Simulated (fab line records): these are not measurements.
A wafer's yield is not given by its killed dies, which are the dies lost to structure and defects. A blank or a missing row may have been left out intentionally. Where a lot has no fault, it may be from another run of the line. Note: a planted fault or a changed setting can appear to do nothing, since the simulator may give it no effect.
fab line records / flow nandHarc
[record] lots = 14 wafers = 42 lastDay = 24
route steps=1159 shown A_CONTACT@869 THIN_TSV@1103 END@1159
lots untouched by any fault: they come from a run of this same line in which no faults occurred
startH: hours from the record's opening day to when the first of the lot's shown wafers began / waitH: hours elapsed since this lot's preceding step / " same as the row above / L1.1+2: one row covering several wafers at once / - no value present, or no start provided / * or withheld: withheld / < > ~ a bound
route shown NAME@n: names a module that has steps shown in the file, with the first one's number in the route / usual: mean and standard deviation over wafers with no fault / same: alike in all rows / chamber/n: place in a boat / sites: each site's reading / _std_site: their standard deviation / _edge_site: mean of outer sites minus mean of inner sites / radiusMm: for every site, how far away it sits from the centre of the wafer / mask NAME#n: copy n / behind: the tool/chamber that last shaped the wafer / hold: cause of the lot's hold/its duration in hours/its outcome / device: transistor that didn't switch, given as n, p or np / end of line: at the end of the route, the tests of the same wafers / a step without rows: its recipe alone / killed: not the wafer's yield, but the dies lost to structure and defects at the first sort / map: per-die view of a wafer (x killed, . not killed, _ where there is no die)
set.NAME: the run value of the setting; set.NAME@STEP: its run value at that earlier step / model.NAME: the simulator's own value behind a step, which no gauge read
one table for each step of the route and one row for each wafer, over a sample of lots
services: the hour from which a tool's chamber was out of use, counted from the record's first day as startH (under 0 if before that day), plus the number of hours and why
[[steps]]
[step NHARC_A_CONTACT_ETCH_118]
[recipe] sourceW = withheld pressureMtorr = 20 biasV = 3000 timeS = 94 targetDepthA = 9220 arFlowSccm = withheld c4f8FlowSccm = withheld o2FlowSccm = withheld chemistry = C4F8/O2/Ar
lot.wafer=L169.3 tool=harCapEtch-02 chamber=0 startH=358.27 waitH=0.1 rfHoursCounterH=-
lot.wafer=L169.4 tool=harCapEtch-02 chamber=1 startH=358.27 waitH=0.1 rfHoursCounterH=-
lot.wafer=L169.5 tool=harCapEtch-02 chamber=1 startH=358.27 waitH=0.1 rfHoursCounterH=-
lot.wafer=L170.2 tool=harCapEtch-02 chamber=1 startH=367.95 waitH=0.1 rfHoursCounterH=8
lot.wafer=L170.3 tool=harCapEtch-02 chamber=1 startH=367.95 waitH=0.1 rfHoursCounterH=-
lot.wafer=L170.6 tool=harCapEtch-02 chamber=1 startH=367.95 waitH=0.1 rfHoursCounterH=-
lot.wafer=L171.2 tool=harCapEtch-02 chamber=0 startH=383.83 waitH=0.1 rfHoursCounterH=11
lot.wafer=L171.4 tool=harCapEtch-02 chamber=0 startH=383.83 waitH=0.1 rfHoursCounterH=-
lot.wafer=L171.3 tool=harCapEtch-02 chamber=1 startH=383.83 waitH=0.1 rfHoursCounterH=-
lot.wafer=L174.2 tool=harCapEtch-01 chamber=0 startH=391.04 waitH=0.1 rfHoursCounterH=58
lot.wafer=L174.1 tool=harCapEtch-01 chamber=1 startH=391.04 waitH=0.1 rfHoursCounterH=58
lot.wafer=L174.5 tool=harCapEtch-01 chamber=0 startH=391.04 waitH=0.1 rfHoursCounterH=-
lot.wafer=L173.1 tool=harCapEtch-03 chamber=1 startH=392.89 waitH=0.1 rfHoursCounterH=86
lot.wafer=L173.2 tool=harCapEtch-03 chamber=0 startH=392.89 waitH=0.1 rfHoursCounterH=86
lot.wafer=L173.6 tool=harCapEtch-03 chamber=1 startH=392.89 waitH=0.1 rfHoursCounterH=-
lot.wafer=L175.1 tool=harCapEtch-01 chamber=0 startH=395.99 waitH=0.1 rfHoursCounterH=59
lot.wafer=L175.3 tool=harCapEtch-01 chamber=0 startH=395.99 waitH=0.1 rfHoursCounterH=-
lot.wafer=L175.6 tool=harCapEtch-01 chamber=1 startH=395.99 waitH=0.1 rfHoursCounterH=-
lot.wafer=L179.1 tool=harCapEtch-01 chamber=1 startH=427.08 waitH=0.1 rfHoursCounterH=64
lot.wafer=L179.2 tool=harCapEtch-01 chamber=0 startH=427.08 waitH=0.1 rfHoursCounterH=64
lot.wafer=L179.5 tool=harCapEtch-01 chamber=1 startH=427.08 waitH=0.1 rfHoursCounterH=-
lot.wafer=L180.2 tool=harCapEtch-01 chamber=1 startH=437.91 waitH=0.1 rfHoursCounterH=65
lot.wafer=L180.4 tool=harCapEtch-01 chamber=0 startH=437.91 waitH=0.1 rfHoursCounterH=-
lot.wafer=L180.5 tool=harCapEtch-01 chamber=0 startH=437.91 waitH=0.1 rfHoursCounterH=-
lot.wafer=L178.2 tool=harCapEtch-01 chamber=1 startH=441.80 waitH=0.1 rfHoursCounterH=66
lot.wafer=L178.3 tool=harCapEtch-01 chamber=0 startH=441.80 waitH=0.1 rfHoursCounterH=-
lot.wafer=L178.6 tool=harCapEtch-01 chamber=1 startH=441.80 waitH=0.1 rfHoursCounterH=-
lot.wafer=L183.4 tool=harCapEtch-01 chamber=1 startH=455.18 waitH=0.1 rfHoursCounterH=-
lot.wafer=L183.3 tool=harCapEtch-01 chamber=0 startH=455.18 waitH=0.1 rfHoursCounterH=-
lot.wafer=L183.5 tool=harCapEtch-01 chamber=1 startH=455.18 waitH=0.1 rfHoursCounterH=-
lot.wafer=L184.2 tool=harCapEtch-01 chamber=1 startH=458.26 waitH=0.1 rfHoursCounterH=70
lot.wafer=L184.4 tool=harCapEtch-01 chamber=1 startH=458.26 waitH=0.1 rfHoursCounterH=-
lot.wafer=L184.6 tool=harCapEtch-01 chamber=0 startH=458.26 waitH=0.1 rfHoursCounterH=-
lot.wafer=L187.2 tool=harCapEtch-03 chamber=0 startH=484.01 waitH=0.1 rfHoursCounterH=99
lot.wafer=L187.3 tool=harCapEtch-03 chamber=1 startH=484.01 waitH=0.1 rfHoursCounterH=-
lot.wafer=L187.6 tool=harCapEtch-03 chamber=0 startH=484.01 waitH=0.1 rfHoursCounterH=-
lot.wafer=L191.2 tool=harCapEtch-02 chamber=1 startH=490.26 waitH=0.1 rfHoursCounterH=30
lot.wafer=L191.4 tool=harCapEtch-02 chamber=1 startH=490.26 waitH=0.1 rfHoursCounterH=-
lot.wafer=L191.5 tool=harCapEtch-02 chamber=1 startH=490.26 waitH=0.1 rfHoursCounterH=-
lot.wafer=L192.4 tool=harCapEtch-03 chamber=0 startH=507.65 waitH=0.1 rfHoursCounterH=-
lot.wafer=L192.3 tool=harCapEtch-03 chamber=1 startH=507.65 waitH=0.1 rfHoursCounterH=-
lot.wafer=L192.5 tool=harCapEtch-03 chamber=0 startH=507.65 waitH=0.1 rfHoursCounterH=-
[step NHARC_THIN_TSV_THK_MEAS_02]
[recipe] thkMeasGauge = ir
[usual] thkNm = 2961/220
lot.wafer=L170.2 tool=filmMetro-01 chamber=- startH=418.62 waitH=- thkNm=3166
lot.wafer=L170.3 tool=filmMetro-01 chamber=- startH=418.62 waitH=- thkNm=2992
lot.wafer=L170.6 tool=filmMetro-01 chamber=- startH=418.62 waitH=- thkNm=2808
lot.wafer=L169.3 tool=filmMetro-01 chamber=- startH=419.83 waitH=- thkNm=3138
lot.wafer=L169.4 tool=filmMetro-01 chamber=- startH=419.83 waitH=- thkNm=3186
lot.wafer=L169.5 tool=filmMetro-01 chamber=- startH=419.83 waitH=- thkNm=3123
lot.wafer=L171.2 tool=filmMetro-02 chamber=- startH=437.75 waitH=- thkNm=2922
lot.wafer=L171.3 tool=filmMetro-02 chamber=- startH=437.75 waitH=- thkNm=3013
lot.wafer=L171.4 tool=filmMetro-02 chamber=- startH=437.75 waitH=- thkNm=3072
lot.wafer=L173.1 tool=filmMetro-02 chamber=- startH=443.84 waitH=- thkNm=3134
lot.wafer=L173.2 tool=filmMetro-02 chamber=- startH=443.84 waitH=- thkNm=2750
lot.wafer=L173.6 tool=filmMetro-02 chamber=- startH=443.84 waitH=- thkNm=2990
lot.wafer=L174.1 tool=filmMetro-02 chamber=- startH=445.06 waitH=- thkNm=3119
lot.wafer=L174.2 tool=filmMetro-02 chamber=- startH=445.06 waitH=- thkNm=2939
lot.wafer=L174.5 tool=filmMetro-02 chamber=- startH=445.06 waitH=- thkNm=2772
lot.wafer=L175.1 tool=filmMetro-02 chamber=- startH=450.28 waitH=- thkNm=2704
lot.wafer=L175.3 tool=filmMetro-02 chamber=- startH=450.28 waitH=- thkNm=2687
lot.wafer=L175.6 tool=filmMetro-02 chamber=- startH=450.28 waitH=- thkNm=2570
lot.wafer=L179.1 tool=filmMetro-01 chamber=- startH=478.90 waitH=0.2 thkNm=2553
lot.wafer=L179.2 tool=filmMetro-01 chamber=- startH=478.90 waitH=0.2 thkNm=2834
lot.wafer=L179.5 tool=filmMetro-01 chamber=- startH=478.90 waitH=0.2 thkNm=2921
lot.wafer=L180.2 tool=filmMetro-02 chamber=- startH=485.59 waitH=- thkNm=3019
lot.wafer=L180.4 tool=filmMetro-02 chamber=- startH=485.59 waitH=- thkNm=2862
lot.wafer=L180.5 tool=filmMetro-02 chamber=- startH=485.59 waitH=- thkNm=2869
lot.wafer=L178.2 tool=filmMetro-01 chamber=- startH=490.81 waitH=0.2 thkNm=2915
lot.wafer=L178.3 tool=filmMetro-01 chamber=- startH=490.81 waitH=0.2 thkNm=3201
lot.wafer=L178.6 tool=filmMetro-01 chamber=- startH=490.81 waitH=0.2 thkNm=3069
lot.wafer=L183.3 tool=filmMetro-01 chamber=- startH=507.57 waitH=- thkNm=2895
lot.wafer=L183.4 tool=filmMetro-01 chamber=- startH=507.57 waitH=- thkNm=2714
lot.wafer=L183.5 tool=filmMetro-01 chamber=- startH=507.57 waitH=- thkNm=2918
lot.wafer=L184.2 tool=filmMetro-01 chamber=- startH=508.77 waitH=0.2 thkNm=3469
lot.wafer=L184.4 tool=filmMetro-01 chamber=- startH=508.77 waitH=0.2 thkNm=3209
lot.wafer=L184.6 tool=filmMetro-01 chamber=- startH=508.77 waitH=0.2 thkNm=3080
lot.wafer=L187.2 tool=filmMetro-02 chamber=- startH=535.61 waitH=- thkNm=3043
lot.wafer=L187.3 tool=filmMetro-02 chamber=- startH=535.61 waitH=- thkNm=2578
lot.wafer=L187.6 tool=filmMetro-02 chamber=- startH=535.61 waitH=- thkNm=2946
lot.wafer=L191.2 tool=filmMetro-02 chamber=- startH=539.21 waitH=0.2 thkNm=3166
lot.wafer=L191.4 tool=filmMetro-02 chamber=- startH=539.21 waitH=0.2 thkNm=3024
lot.wafer=L191.5 tool=filmMetro-02 chamber=- startH=539.21 waitH=0.2 thkNm=3013
lot.wafer=L192.3 tool=filmMetro-01 chamber=- startH=557.46 waitH=- thkNm=3327
lot.wafer=L192.4 tool=filmMetro-01 chamber=- startH=557.46 waitH=- thkNm=2932
lot.wafer=L192.5 tool=filmMetro-01 chamber=- startH=557.46 waitH=- thkNm=3339
[step NHARC_THIN_TSV_STRIP_45]
[recipe] powerW = 1500 tempC = 250 chemistry = O2
[usual] drypumpMotorCurrentA = 6.1/0.32 heaterPowerW = 334/31
lot.wafer=L170.2 tool=plasmaAsher-02 chamber=0 startH=420.62 waitH=0.1 drypumpMotorCurrentA=5.6 heaterPowerW=301 rfHoursCounterH=19
lot.wafer=L170.3 tool=plasmaAsher-02 chamber=0 startH=420.62 waitH=0.1 drypumpMotorCurrentA=5.6 heaterPowerW=292 rfHoursCounterH=-
lot.wafer=L170.6 tool=plasmaAsher-02 chamber=0 startH=420.62 waitH=0.1 drypumpMotorCurrentA=5.7 heaterPowerW=300 rfHoursCounterH=-
lot.wafer=L169.4 tool=plasmaAsher-02 chamber=0 startH=422.02 waitH=0.2 drypumpMotorCurrentA=5.6 heaterPowerW=305 rfHoursCounterH=-
lot.wafer=L169.3 tool=plasmaAsher-02 chamber=1 startH=422.02 waitH=0.2 drypumpMotorCurrentA=6.3 heaterPowerW=314 rfHoursCounterH=-
lot.wafer=L169.5 tool=plasmaAsher-02 chamber=0 startH=422.02 waitH=0.2 drypumpMotorCurrentA=5.6 heaterPowerW=307 rfHoursCounterH=-
lot.wafer=L171.2 tool=plasmaAsher-02 chamber=1 startH=439.91 waitH=0.1 drypumpMotorCurrentA=6.2 heaterPowerW=320 rfHoursCounterH=24
lot.wafer=L171.3 tool=plasmaAsher-02 chamber=0 startH=439.91 waitH=0.1 drypumpMotorCurrentA=5.6 heaterPowerW=298 rfHoursCounterH=-
lot.wafer=L171.4 tool=plasmaAsher-02 chamber=1 startH=439.91 waitH=0.1 drypumpMotorCurrentA=6.2 heaterPowerW=316 rfHoursCounterH=-
lot.wafer=L173.1 tool=plasmaAsher-02 chamber=1 startH=445.85 waitH=0.1 drypumpMotorCurrentA=6.3 heaterPowerW=313 rfHoursCounterH=26
lot.wafer=L173.2 tool=plasmaAsher-02 chamber=0 startH=445.85 waitH=0.1 drypumpMotorCurrentA=5.7 heaterPowerW=297 rfHoursCounterH=26
lot.wafer=L173.6 tool=plasmaAsher-02 chamber=0 startH=445.85 waitH=0.1 drypumpMotorCurrentA=5.6 heaterPowerW=297 rfHoursCounterH=-
lot.wafer=L174.2 tool=plasmaAsher-02 chamber=0 startH=447.17 waitH=0.1 drypumpMotorCurrentA=5.7 heaterPowerW=299 rfHoursCounterH=27
lot.wafer=L174.1 tool=plasmaAsher-02 chamber=1 startH=447.17 waitH=0.1 drypumpMotorCurrentA=6.3 heaterPowerW=315 rfHoursCounterH=27
lot.wafer=L174.5 tool=plasmaAsher-02 chamber=1 startH=447.17 waitH=0.1 drypumpMotorCurrentA=6.3 heaterPowerW=310 rfHoursCounterH=-
lot.wafer=L175.1 tool=plasmaAsher-01 chamber=1 startH=452.26 waitH=0.1 drypumpMotorCurrentA=6.5 heaterPowerW=388 rfHoursCounterH=59
lot.wafer=L175.3 tool=plasmaAsher-01 chamber=0 startH=452.26 waitH=0.1 drypumpMotorCurrentA=6.0 heaterPowerW=333 rfHoursCounterH=-
lot.wafer=L175.6 tool=plasmaAsher-01 chamber=1 startH=452.26 waitH=0.1 drypumpMotorCurrentA=6.5 heaterPowerW=378 rfHoursCounterH=-
lot.wafer=L179.1 tool=plasmaAsher-02 chamber=0 startH=481.00 waitH=0.1 drypumpMotorCurrentA=5.7 heaterPowerW=310 rfHoursCounterH=37
lot.wafer=L179.2 tool=plasmaAsher-02 chamber=1 startH=481.00 waitH=0.1 drypumpMotorCurrentA=6.2 heaterPowerW=314 rfHoursCounterH=37
lot.wafer=L179.5 tool=plasmaAsher-02 chamber=0 startH=481.00 waitH=0.1 drypumpMotorCurrentA=5.7 heaterPowerW=301 rfHoursCounterH=-
lot.wafer=L180.2 tool=plasmaAsher-01 chamber=0 startH=487.89 waitH=0.1 drypumpMotorCurrentA=6.0 heaterPowerW=345 rfHoursCounterH=9
lot.wafer=L180.4 tool=plasmaAsher-01 chamber=1 startH=487.89 waitH=0.1 drypumpMotorCurrentA=6.5 heaterPowerW=379 rfHoursCounterH=-
lot.wafer=L180.5 tool=plasmaAsher-01 chamber=0 startH=487.89 waitH=0.1 drypumpMotorCurrentA=6.0 heaterPowerW=345 rfHoursCounterH=-
lot.wafer=L178.2 tool=plasmaAsher-02 chamber=0 startH=492.96 waitH=0.3 drypumpMotorCurrentA=5.7 heaterPowerW=307 rfHoursCounterH=44
lot.wafer=L178.3 tool=plasmaAsher-02 chamber=1 startH=492.96 waitH=0.3 drypumpMotorCurrentA=6.2 heaterPowerW=312 rfHoursCounterH=-
lot.wafer=L178.6 tool=plasmaAsher-02 chamber=0 startH=492.96 waitH=0.3 drypumpMotorCurrentA=5.7 heaterPowerW=303 rfHoursCounterH=-
lot.wafer=L183.4 tool=plasmaAsher-01 chamber=0 startH=509.65 waitH=0.2 drypumpMotorCurrentA=6.0 heaterPowerW=356 rfHoursCounterH=-
lot.wafer=L183.3 tool=plasmaAsher-01 chamber=1 startH=509.65 waitH=0.2 drypumpMotorCurrentA=6.5 heaterPowerW=392 rfHoursCounterH=-
lot.wafer=L183.5 tool=plasmaAsher-01 chamber=1 startH=509.65 waitH=0.2 drypumpMotorCurrentA=6.5 heaterPowerW=385 rfHoursCounterH=-
lot.wafer=L184.2 tool=plasmaAsher-01 chamber=1 startH=510.80 waitH=0.1 drypumpMotorCurrentA=6.5 heaterPowerW=382 rfHoursCounterH=17
lot.wafer=L184.4 tool=plasmaAsher-01 chamber=0 startH=510.80 waitH=0.1 drypumpMotorCurrentA=6.0 heaterPowerW=344 rfHoursCounterH=-
lot.wafer=L184.6 tool=plasmaAsher-01 chamber=1 startH=510.80 waitH=0.1 drypumpMotorCurrentA=6.5 heaterPowerW=388 rfHoursCounterH=-
lot.wafer=L187.2 tool=plasmaAsher-01 chamber=1 startH=537.73 waitH=0.2 drypumpMotorCurrentA=6.5 heaterPowerW=385 rfHoursCounterH=25
lot.wafer=L187.3 tool=plasmaAsher-01 chamber=1 startH=537.73 waitH=0.2 drypumpMotorCurrentA=6.5 heaterPowerW=383 rfHoursCounterH=-
lot.wafer=L187.6 tool=plasmaAsher-01 chamber=1 startH=537.73 waitH=0.2 drypumpMotorCurrentA=6.5 heaterPowerW=384 rfHoursCounterH=-
lot.wafer=L191.2 tool=plasmaAsher-01 chamber=0 startH=541.30 waitH=0.1 drypumpMotorCurrentA=6.0 heaterPowerW=338 rfHoursCounterH=27
lot.wafer=L191.4 tool=plasmaAsher-01 chamber=1 startH=541.30 waitH=0.1 drypumpMotorCurrentA=6.5 heaterPowerW=374 rfHoursCounterH=-
lot.wafer=L191.5 tool=plasmaAsher-01 chamber=0 startH=541.30 waitH=0.1 drypumpMotorCurrentA=6.0 heaterPowerW=336 rfHoursCounterH=-
lot.wafer=L192.3 tool=plasmaAsher-01 chamber=0 startH=559.51 waitH=0.2 drypumpMotorCurrentA=6.0 heaterPowerW=347 rfHoursCounterH=-
lot.wafer=L192.4 tool=plasmaAsher-01 chamber=1 startH=559.51 waitH=0.2 drypumpMotorCurrentA=6.5 heaterPowerW=375 rfHoursCounterH=-
lot.wafer=L192.5 tool=plasmaAsher-01 chamber=0 startH=559.51 waitH=0.2 drypumpMotorCurrentA=6.0 heaterPowerW=350 rfHoursCounterH=-
[step NHARC_THIN_TSV_PVD_51]
[recipe] targetThkA = 1000 chamberPressurePa = 5 material = Cu
[usual] throttleValvePct = 30.3/1.2
lot.wafer=L170.2 tool=pvdSputter-02 chamber=- startH=- waitH=- throttleValvePct=30.9
lot.wafer=L170.3 tool=pvdSputter-02 chamber=- startH=- waitH=- throttleValvePct=30.5
lot.wafer=L170.6 tool=pvdSputter-02 chamber=- startH=- waitH=- throttleValvePct=29.1
lot.wafer=L169.4 tool=pvdSputter-01 chamber=- startH=- waitH=- throttleValvePct=32.7
lot.wafer=L169.3 tool=pvdSputter-01 chamber=- startH=- waitH=- throttleValvePct=31.5
lot.wafer=L169.5 tool=pvdSputter-01 chamber=- startH=- waitH=- throttleValvePct=30.9
lot.wafer=L171.2 tool=pvdSputter-01 chamber=- startH=- waitH=- throttleValvePct=32.6
lot.wafer=L171.4 tool=pvdSputter-01 chamber=- startH=- waitH=- throttleValvePct=31.2
lot.wafer=L171.3 tool=pvdSputter-01 chamber=- startH=- waitH=- throttleValvePct=30.8
lot.wafer=L173.1 tool=pvdSputter-03 chamber=- startH=- waitH=- throttleValvePct=28.8
lot.wafer=L173.2 tool=pvdSputter-03 chamber=- startH=- waitH=- throttleValvePct=31.3
lot.wafer=L173.6 tool=pvdSputter-03 chamber=- startH=- waitH=- throttleValvePct=31.1
lot.wafer=L174.1 tool=pvdSputter-01 chamber=- startH=- waitH=- throttleValvePct=32.3
lot.wafer=L174.2 tool=pvdSputter-01 chamber=- startH=- waitH=- throttleValvePct=30.5
lot.wafer=L174.5 tool=pvdSputter-01 chamber=- startH=- waitH=- throttleValvePct=29.3
lot.wafer=L175.1 tool=pvdSputter-02 chamber=- startH=- waitH=- throttleValvePct=28.8
lot.wafer=L175.3 tool=pvdSputter-02 chamber=- startH=- waitH=- throttleValvePct=30.9
lot.wafer=L175.6 tool=pvdSputter-02 chamber=- startH=- waitH=- throttleValvePct=28.6
lot.wafer=L179.1 tool=pvdSputter-03 chamber=- startH=- waitH=- throttleValvePct=28.8
lot.wafer=L179.2 tool=pvdSputter-03 chamber=- startH=- waitH=- throttleValvePct=29.5
lot.wafer=L179.5 tool=pvdSputter-03 chamber=- startH=- waitH=- throttleValvePct=31.2
lot.wafer=L180.4 tool=pvdSputter-01 chamber=- startH=- waitH=- throttleValvePct=31.6
lot.wafer=L180.2 tool=pvdSputter-01 chamber=- startH=- waitH=- throttleValvePct=30.5
lot.wafer=L180.5 tool=pvdSputter-01 chamber=- startH=- waitH=- throttleValvePct=31.5
lot.wafer=L178.3 tool=pvdSputter-01 chamber=- startH=- waitH=- throttleValvePct=30.5
lot.wafer=L178.2 tool=pvdSputter-01 chamber=- startH=- waitH=- throttleValvePct=32.4
lot.wafer=L178.6 tool=pvdSputter-01 chamber=- startH=- waitH=- throttleValvePct=29.5
lot.wafer=L183.4 tool=pvdSputter-03 chamber=- startH=- waitH=- throttleValvePct=31.3
lot.wafer=L183.3 tool=pvdSputter-03 chamber=- startH=- waitH=- throttleValvePct=29.3
lot.wafer=L183.5 tool=pvdSputter-03 chamber=- startH=- waitH=- throttleValvePct=29.2
lot.wafer=L184.4 tool=pvdSputter-03 chamber=- startH=- waitH=- throttleValvePct=29.3
lot.wafer=L184.2 tool=pvdSputter-03 chamber=- startH=- waitH=- throttleValvePct=31.3
lot.wafer=L184.6 tool=pvdSputter-03 chamber=- startH=- waitH=- throttleValvePct=29.5
lot.wafer=L187.3 tool=pvdSputter-02 chamber=- startH=- waitH=- throttleValvePct=28.7
lot.wafer=L187.2 tool=pvdSputter-02 chamber=- startH=- waitH=- throttleValvePct=29.0
lot.wafer=L187.6 tool=pvdSputter-02 chamber=- startH=- waitH=- throttleValvePct=29.1
lot.wafer=L191.4 tool=pvdSputter-02 chamber=- startH=- waitH=- throttleValvePct=28.6
lot.wafer=L191.2 tool=pvdSputter-02 chamber=- startH=- waitH=- throttleValvePct=30.8
lot.wafer=L191.5 tool=pvdSputter-02 chamber=- startH=- waitH=- throttleValvePct=29.0
lot.wafer=L192.3 tool=pvdSputter-01 chamber=- startH=- waitH=- throttleValvePct=29.9
lot.wafer=L192.4 tool=pvdSputter-01 chamber=- startH=- waitH=- throttleValvePct=32.3
lot.wafer=L192.5 tool=pvdSputter-01 chamber=- startH=- waitH=- throttleValvePct=29.5
[step NHARC_END_SORT_01]
[recipe] tempC = 25
[usual] killedAtArray = 27/9.9 killedAtOther = 0.6/0.84 killedAtPeriphery = 3.7/2.5 killedDies = 31/9.9 killedOpen = 3.0/1.6 killedShort = 1.9/1.2
[same] grossDies = 677
lot.wafer=L183.3 tool=prober-01 chamber=0 startH=526.65 waitH=3.1 killedAtArray=142 killedAtOther=0 killedAtPeriphery=1 killedDies=143 killedOpen=0 killedShort=1
lot.wafer=L183.4 tool=prober-01 chamber=0 startH=527.44 waitH=3.4 killedAtArray=30 killedAtOther=1 killedAtPeriphery=2 killedDies=33 killedOpen=2 killedShort=0
lot.wafer=L183.5 tool=prober-01 chamber=0 startH=528.23 waitH=3.7 killedAtArray=39 killedAtOther=0 killedAtPeriphery=1 killedDies=40 killedOpen=2 killedShort=2
lot.wafer=L184.2 tool=prober-02 chamber=0 startH=528.33 waitH=2.8 killedAtArray=17 killedAtOther=0 killedAtPeriphery=9 killedDies=26 killedOpen=5 killedShort=1
lot.wafer=L184.4 tool=prober-02 chamber=0 startH=529.92 waitH=3.4 killedAtArray=21 killedAtOther=0 killedAtPeriphery=4 killedDies=25 killedOpen=3 killedShort=2
lot.wafer=L184.6 tool=prober-02 chamber=0 startH=531.52 waitH=4.0 killedAtArray=132 killedAtOther=0 killedAtPeriphery=7 killedDies=139 killedOpen=4 killedShort=2
// killed by level:class
L183.3 A_CONTACT:unspecified=107 A_SLIT:chamberFilmFlake=13 A_CHANNEL_HOLE_D1:chamberFilmFlake=9 A_BLC:chamberFilmFlake=7 A_CONTACT:chamberFilmFlake=4 A_CHANNEL_HOLE_D1:geometricParticle:short=1 P_STI:chamberFilmFlake=1 A_STAIRCASE:chamberFilmFlake=1
L183.4 A_SLIT:chamberFilmFlake=13 A_CONTACT:chamberFilmFlake=6 A_CHANNEL_HOLE_D1:chamberFilmFlake=5 A_STAIRCASE:chamberFilmFlake=3 A_ONON_D1:geometricParticle:open=1 A_M0:geometricParticle:open=1 P_STI:chamberFilmFlake=1 P_BONDPAD:chamberFilmFlake=1
L183.5 A_CHANNEL_HOLE_D1:chamberFilmFlake=15 A_SLIT:chamberFilmFlake=13 A_STAIRCASE:chamberFilmFlake=2 A_BLC:chamberFilmFlake=2 A_ONON_D1:geometricParticle:short=1 A_CHANNEL_FILL_D1:geometricParticle:open=1 A_CHANNEL_FILL_D1:geometricParticle:short=1 A_CONTACT:geometricParticle:open=1
L184.2 A_CONTACT:chamberFilmFlake=6 A_CHANNEL_HOLE_D1:chamberFilmFlake=5 P_ZERO_WELL:chamberFilmFlake=4 P_GATE:chamberFilmFlake=3 P_GATE:geometricParticle:open=1 P_CONTACT:geometricParticle:open=1 A_CHANNEL_HOLE_D1:geometricParticle:open=1 A_CHANNEL_FILL_D1:geometricParticle:short=1
L184.4 A_CONTACT:chamberFilmFlake=6 A_CHANNEL_HOLE_D1:chamberFilmFlake=4 A_BLC:chamberFilmFlake=4 A_STAIRCASE:chamberFilmFlake=3 A_M0:geometricParticle:open=2 P_ZERO_WELL:chamberFilmFlake=2 P_GATE:geometricParticle:short=1 A_CHANNEL_FILL_D1:geometricParticle:short=1
L184.6 A_CONTACT:unspecified=108 A_CONTACT:chamberFilmFlake=8 A_CHANNEL_HOLE_D1:chamberFilmFlake=6 A_BLC:chamberFilmFlake=4 P_STI:chamberFilmFlake=2 P_GATE:geometricParticle:open=1 P_CONTACT:geometricParticle:short=1 P_M0:geometricParticle:open=1
[[services]]
tool=pvdSputter-01 chamber=- startH=336.06 hours=10.0 kind=pm
tool=plasmaAsher-02 chamber=- startH=360.11 hours=9.0 kind=pm
tool=plasmaAsher-02 chamber=0 startH=360.11 hours=9.0 kind=ventCycle
tool=plasmaAsher-02 chamber=1 startH=360.11 hours=9.0 kind=ventCycle
tool=plasmaAsher-02 chamber=0 startH=369.11 hours=- kind=clean
tool=plasmaAsher-02 chamber=1 startH=369.11 hours=- kind=clean
tool=plasmaAsher-02 chamber=- startH=375.09 hours=1.2 kind=repair
tool=pvdSputter-01 chamber=- startH=376.65 hours=2.5 kind=repair
tool=pvdSputter-01 chamber=- startH=391.63 hours=3.1 kind=repair
tool=pvdSputter-02 chamber=- startH=392.12 hours=10.0 kind=pm
tool=plasmaAsher-01 chamber=- startH=396.17 hours=5.9 kind=repair
tool=plasmaAsher-02 chamber=- startH=433.67 hours=5.8 kind=repair
tool=plasmaAsher-01 chamber=- startH=453.19 hours=9.0 kind=pm
tool=plasmaAsher-01 chamber=0 startH=453.19 hours=9.0 kind=ventCycle
tool=plasmaAsher-01 chamber=1 startH=453.19 hours=9.0 kind=ventCycle
tool=pvdSputter-01 chamber=- startH=453.74 hours=3.7 kind=repair
tool=pvdSputter-03 chamber=- startH=458.00 hours=10.0 kind=pm
tool=plasmaAsher-01 chamber=- startH=489.45 hours=2.0 kind=repair
tool=pvdSputter-01 chamber=- startH=514.06 hours=10.0 kind=pm
tool=plasmaAsher-02 chamber=- startH=537.11 hours=9.0 kind=pm
tool=harCapEtch-03 chamber=- startH=545.00 hours=17.0 kind=pm
tool=pvdSputter-02 chamber=- startH=554.27 hours=6.1 kind=repair
tool=plasmaAsher-02 chamber=- startH=555.23 hours=1.5 kind=repair
tool=pvdSputter-01 chamber=- startH=559.10 hours=1.5 kind=repair
[[key]]
[firstSign] step = NHARC_END_SORT_01 reading = killedAtArray direction = up sigmas = 11 usual = 27 struck = 137
[effect] step = NHARC_END_SORT_01 reading = killedDies direction = up sigmas = 11 usual = 31 struck = 141
[moreKillsBornAt] NHARC_A_CONTACT_ETCH_118@harCapEtch-01 = 210
metAt NHARC_A_CONTACT_ETCH_118
struckLots L183,L184
struckWafers L183.3,L184.6
testerLeftOut L183,L184
notActingAt NHARC_THIN_TSV_THK_MEAS_02,NHARC_THIN_TSV_STRIP_45,NHARC_THIN_TSV_PVD_51
onsetBetween 441.80 455.18
[fault] kind = chamberParticleSource tool = harCapEtch-01 chamber = 0 onsetH = 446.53 steps = NHARC_A_CONTACT_ETCH_118 ratePerVisitCm2 = 1.9706 endH = 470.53
// testerLeftOut: of these lots the tester's yield and bins aren't shown, on N5 and GAA mostly nor the transistor test; their killed dies are dies lost to structure and defects alone, not to doping, threshold or leakage, so they don't give the yield
